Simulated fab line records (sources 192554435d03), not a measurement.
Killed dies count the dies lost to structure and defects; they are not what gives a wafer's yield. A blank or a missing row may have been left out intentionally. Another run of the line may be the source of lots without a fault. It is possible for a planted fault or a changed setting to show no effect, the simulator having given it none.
What tool caused it?	flow n5_finfet	15 lots with 45 wafers sampled at 2 steps, on a route of 1938 steps

## WHAT EACH GAUGE READ, for each wafer
N5_ILD0_THK_MEAS_08.
lot	measured	on	thk_nm (nm)
L607	day 3 17:59	film_metro-02	140.0 139.3 138.9
L608	day 4 02:53	film_metro-02	138.7 138.5 139.7
L610	day 4 15:19	film_metro-01	137.9 138.0 138.6
L611	day 4 20:49	film_metro-02	140.3 139.2 139.3
L612	day 5 01:41	film_metro-01	138.6 137.8 138.4
L616	day 6 00:07	film_metro-01	139.5 138.2 139.5
L620	day 7 01:28	film_metro-01	140.7 140.6 138.6
L622	day 7 14:56	film_metro-01	139.1 140.1 140.3
L623	day 7 22:35	film_metro-01	137.8 138.0 138.7
L624	day 8 01:20	film_metro-01	140.4 140.4 140.8
L625	day 8 09:11	film_metro-01	139.2 139.0 138.9
L626	day 8 14:33	film_metro-01	138.7 138.5 138.6
L627	day 8 19:43	film_metro-02	138.6 138.8 138.8
L628	day 9 05:08	film_metro-01	139.1 139.0 139.5
L629	day 9 07:44	film_metro-02	139.1 140.8 141.6

## TOOL THAT RAN EACH LOT (tool first, then ch and the chambers of the sampled wafers, then the start)
lot	N5_SD_ACTIVATION_RTA_00
L607	rtp_anneal-01 ch 0, day 3 14:16
L608	rtp_anneal-02 ch 0, day 3 23:08
L610	rtp_anneal-01 ch 0, day 4 11:35
L611	rtp_anneal-01 ch 0, day 4 16:47
L612	rtp_anneal-02 ch 0, day 4 21:37
L616	rtp_anneal-02 ch 0, day 5 20:02
L620	rtp_anneal-01 ch 0, day 6 21:44
L622	rtp_anneal-01 ch 0, day 7 10:47
L623	rtp_anneal-01 ch 0, day 7 18:53
L624	rtp_anneal-02 ch 0, day 7 21:34
L625	rtp_anneal-02 ch 0, day 8 05:16
L626	rtp_anneal-02 ch 0, day 8 09:19
L627	rtp_anneal-02 ch 0, day 8 15:40
L628	rtp_anneal-02 ch 0, day 9 00:33
L629	rtp_anneal-01 ch 0, day 9 04:00
- N5_SD_ACTIVATION_RTA_00: time 0 s.

## WHAT THE TOOLS THEMSELVES READ (means of the sampled wafers that have a number; where no wafer has one, the mark that the record gives instead)
N5_SD_ACTIVATION_RTA_00.
lot	tool	lamp_power_pct (%)	wafer_temp_C_max
L607	rtp_anneal-01	8.94	973.8
L608	rtp_anneal-02	8.97	974.1
L610	rtp_anneal-01	8.99	975.3
L611	rtp_anneal-01	8.92	974.1
L612	rtp_anneal-02	8.98	974.6
L616	rtp_anneal-02	8.97	977.5
L620	rtp_anneal-01	8.95	974.9
L622	rtp_anneal-01	8.91	975.9
L623	rtp_anneal-01	8.97	975.3
L624	rtp_anneal-02	8.90	975.7
L625	rtp_anneal-02	8.97	972.8
L626	rtp_anneal-02	9.00	976.7
L627	rtp_anneal-02	8.95	974.6
L628	rtp_anneal-02	8.95	974.1
L629	rtp_anneal-01	8.99	975.8

## THE ANSWER, worked out from the rows above alone
Rule: the lots themselves supply what counts as usual. Put in order of their means at a reading, lots are off if they are a third of the lots or fewer, leave a main group of 4 or more, and stand apart from it by a gap of 3 or more times the standard deviation of the main group's means; of several such gaps the widest counts. The tables above print the reading to a certain number of digits; a main group whose means all agree to those digits is not used. A lot without any number at a reading at which 4 lots or more have one is off too. Where the step has rows for the other lots, those lots are counted as sound. First the gauges in route order, then the tools' own readings, where a lot's mean is used as printed above. At the first step where some lot is off, the reading lying furthest off is the one used; lots without a number count as furthest.
No lot is off on any of the readings shown, so nothing can be concluded from this.

## WHAT THE SIMULATOR HAD PUT IN
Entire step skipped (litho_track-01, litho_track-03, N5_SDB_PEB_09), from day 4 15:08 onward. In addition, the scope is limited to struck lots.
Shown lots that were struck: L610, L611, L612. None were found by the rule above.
